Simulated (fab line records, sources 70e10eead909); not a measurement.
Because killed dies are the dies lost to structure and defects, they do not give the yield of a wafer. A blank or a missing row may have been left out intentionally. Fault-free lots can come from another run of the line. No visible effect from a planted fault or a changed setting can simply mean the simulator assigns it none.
Shared-tool check || flow nandHarc || Sample size 13 lots and 45 wafers

## WHY THIS WAS OPENED
At NHARC_A_CONTACT_INSPECT_10 the reading rawDefectCount is flagged on 2 of 13 lots. Fault-free wafers read 88, with a standard deviation of 33.
Rule: flag the lot when none of its wafers has a number, or when each of its wafers that has one lies beyond 4 standard deviations from that mean. As for the other lots, they are considered sound.

{"lot": "L274", "measured": "day 22 22:14", "on": "defectInspect-01", "rawDefectCount, wafer by wafer": "113 109 109", "flag": ""}
{"lot": "L273", "measured": "day 22 22:53", "on": "defectInspect-01", "rawDefectCount, wafer by wafer": "44 57 48", "flag": ""}
{"lot": "L279", "measured": "day 24 11:55", "on": "defectInspect-02", "rawDefectCount, wafer by wafer": "93 100 111", "flag": ""}
{"lot": "L277", "measured": "day 24 20:14", "on": "defectInspect-01", "rawDefectCount, wafer by wafer": "153 163 161", "flag": ""}
{"lot": "L278", "measured": "day 25 00:03", "on": "defectInspect-01", "rawDefectCount, wafer by wafer": "89 132 99", "flag": ""}
{"lot": "L280", "measured": "day 25 02:51", "on": "defectInspect-02", "rawDefectCount, wafer by wafer": "82 92 92", "flag": ""}
{"lot": "L281", "measured": "day 25 19:43", "on": "defectInspect-02", "rawDefectCount, wafer by wafer": "89 93 86", "flag": ""}
{"lot": "L282", "measured": "day 25 19:53", "on": "defectInspect-02", "rawDefectCount, wafer by wafer": "86 90 69", "flag": ""}
{"lot": "L283", "measured": "day 26 17:29", "on": "defectInspect-02", "rawDefectCount, wafer by wafer": "82 77 95", "flag": ""}
{"lot": "L289", "measured": "day 28 13:49", "on": "defectInspect-01", "rawDefectCount, wafer by wafer": "75 85 88", "flag": ""}
{"lot": "L294", "measured": "day 30 23:56", "on": "defectInspect-02", "rawDefectCount, wafer by wafer": "357 376 373 358 374 375", "flag": "FLAGGED"}
{"lot": "L293", "measured": "day 31 04:41", "on": "defectInspect-02", "rawDefectCount, wafer by wafer": "412 384 394 415 388 392", "flag": "FLAGGED"}
{"lot": "L295", "measured": "day 31 05:19", "on": "defectInspect-02", "rawDefectCount, wafer by wafer": "91 74 62", "flag": ""}
On average the flagged lots' numbers are 383, which is +295 against the usual, or +9 standard deviations.

## EACH LOT AND THE TOOL IT RAN ON
Before the reading, the record contains 2 process steps out of a 1302-step route. In each cell: the tool, then ch and the chambers that the sampled wafers went through, then the start.
{"lot": "L274", "flag": "", "NHARC_A_CONTACT_ETCH_128": "harCapEtch-02 ch 0,1, day 22 16:51", "NHARC_A_CONTACT_DEP_85": "pecvd-03 ch 0,1,2, day 22 21:25"}
{"lot": "L273", "flag": "", "NHARC_A_CONTACT_ETCH_128": "harCapEtch-03 ch 0,1, day 22 17:21", "NHARC_A_CONTACT_DEP_85": "pecvd-03 ch 0,1,2, day 22 22:04"}
{"lot": "L279", "flag": "", "NHARC_A_CONTACT_ETCH_128": "harCapEtch-03 ch 0,1, day 23 23:55", "NHARC_A_CONTACT_DEP_85": "pecvd-04 ch 0,2, day 24 11:08"}
{"lot": "L277", "flag": "", "NHARC_A_CONTACT_ETCH_128": "harCapEtch-03 ch 0,1, day 24 10:41", "NHARC_A_CONTACT_DEP_85": "pecvd-04 ch 0,1,2, day 24 19:26"}
{"lot": "L278", "flag": "", "NHARC_A_CONTACT_ETCH_128": "harCapEtch-03 ch 0,1, day 24 17:35", "NHARC_A_CONTACT_DEP_85": "pecvd-04 ch 0,1,2, day 24 23:23"}
{"lot": "L280", "flag": "", "NHARC_A_CONTACT_ETCH_128": "harCapEtch-02 ch 0,1, day 24 21:14", "NHARC_A_CONTACT_DEP_85": "pecvd-04 ch 0,2, day 25 02:02"}
{"lot": "L281", "flag": "", "NHARC_A_CONTACT_ETCH_128": "harCapEtch-02 ch 0,1, day 25 10:04", "NHARC_A_CONTACT_DEP_85": "pecvd-03 ch 0,1,2, day 25 18:54"}
{"lot": "L282", "flag": "", "NHARC_A_CONTACT_ETCH_128": "harCapEtch-01 ch 0,1, day 25 11:20", "NHARC_A_CONTACT_DEP_85": "pecvd-03 ch 0,1,2, day 25 19:04"}
{"lot": "L283", "flag": "", "NHARC_A_CONTACT_ETCH_128": "harCapEtch-01 ch 0,1, day 26 10:47", "NHARC_A_CONTACT_DEP_85": "pecvd-02 ch 1,2, day 26 16:46"}
{"lot": "L289", "flag": "", "NHARC_A_CONTACT_ETCH_128": "harCapEtch-01 ch 0,1, day 28 07:44", "NHARC_A_CONTACT_DEP_85": "pecvd-02 ch 0,2, day 28 12:58"}
{"lot": "L294", "flag": "FLAGGED", "NHARC_A_CONTACT_ETCH_128": "harCapEtch-01 ch 0,1, day 30 18:31", "NHARC_A_CONTACT_DEP_85": "pecvd-02 ch 0,1,2, day 30 23:05"}
{"lot": "L293", "flag": "FLAGGED", "NHARC_A_CONTACT_ETCH_128": "harCapEtch-03 ch 0, day 30 22:31", "NHARC_A_CONTACT_DEP_85": "pecvd-02 ch 0,1, day 31 03:50"}
{"lot": "L295", "flag": "", "NHARC_A_CONTACT_ETCH_128": "harCapEtch-02 ch 0,1, day 30 23:16", "NHARC_A_CONTACT_DEP_85": "pecvd-03 ch 0,1,2, day 31 04:28"}
These steps, and what they do:
- NHARC_A_CONTACT_ETCH_128: etches the open film in C4F8/O2/Ar, time 197 s, target depth 1918 nm.
- NHARC_A_CONTACT_DEP_85: deposits SiON, target thk 60 nm.
- NHARC_A_CONTACT_INSPECT_10

## FLAGGED AGAINST TOTAL, ONE TOOL AT A TIME (gauges that did the reading follow at the end)
{"step": "NHARC_A_CONTACT_ETCH_128", "tool": "harCapEtch-01", "lots run": 4, "flagged": 1, "share of the flagged lots": "some", "sound lots run after its first flagged lot": 0}
{"step": "NHARC_A_CONTACT_ETCH_128", "tool": "harCapEtch-02", "lots run": 4, "flagged": 0, "share of the flagged lots": "none", "sound lots run after its first flagged lot": "-"}
{"step": "NHARC_A_CONTACT_ETCH_128", "tool": "harCapEtch-03", "lots run": 5, "flagged": 1, "share of the flagged lots": "some", "sound lots run after its first flagged lot": 0}
{"step": "NHARC_A_CONTACT_DEP_85", "tool": "pecvd-02", "lots run": 4, "flagged": 2, "share of the flagged lots": "all", "sound lots run after its first flagged lot": 0}
{"step": "NHARC_A_CONTACT_DEP_85", "tool": "pecvd-03", "lots run": 5, "flagged": 0, "share of the flagged lots": "none", "sound lots run after its first flagged lot": "-"}
{"step": "NHARC_A_CONTACT_DEP_85", "tool": "pecvd-04", "lots run": 4, "flagged": 0, "share of the flagged lots": "none", "sound lots run after its first flagged lot": "-"}
{"step": "NHARC_A_CONTACT_INSPECT_10", "tool": "defectInspect-01", "lots run": 5, "flagged": 0, "share of the flagged lots": "none", "sound lots run after its first flagged lot": "-"}
{"step": "NHARC_A_CONTACT_INSPECT_10", "tool": "defectInspect-02", "lots run": 8, "flagged": 2, "share of the flagged lots": "all", "sound lots run after its first flagged lot": "1 (L295)"}

## WHAT THE TABLE PERMITS
Table rows that saw every flagged lot: 2, namely pecvd-02 at NHARC_A_CONTACT_DEP_85 and defectInspect-02 at NHARC_A_CONTACT_INSPECT_10.
- pecvd-02 at NHARC_A_CONTACT_DEP_85 ran 4 lots, 2 of them flagged. Last sound lot L289 at day 28 12:58, first flagged lot L294 at day 30 23:05; a fault beginning in between fits.
- defectInspect-02 at NHARC_A_CONTACT_INSPECT_10 ran 8 lots, 2 of them flagged. Lots that were sound ran on it after the first flagged one (L295); a persistent fault on the entire tool would not allow that.
Just one tool remains: pecvd-02 at NHARC_A_CONTACT_DEP_85.

## WHAT HAD BEEN PUT IN BY THE SIMULATOR
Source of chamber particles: pecvd-02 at NHARC_A_CONTACT_DEP_85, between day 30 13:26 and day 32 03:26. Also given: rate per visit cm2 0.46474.
Struck lots among those shown: L294, L293. The same result came from the rule above.
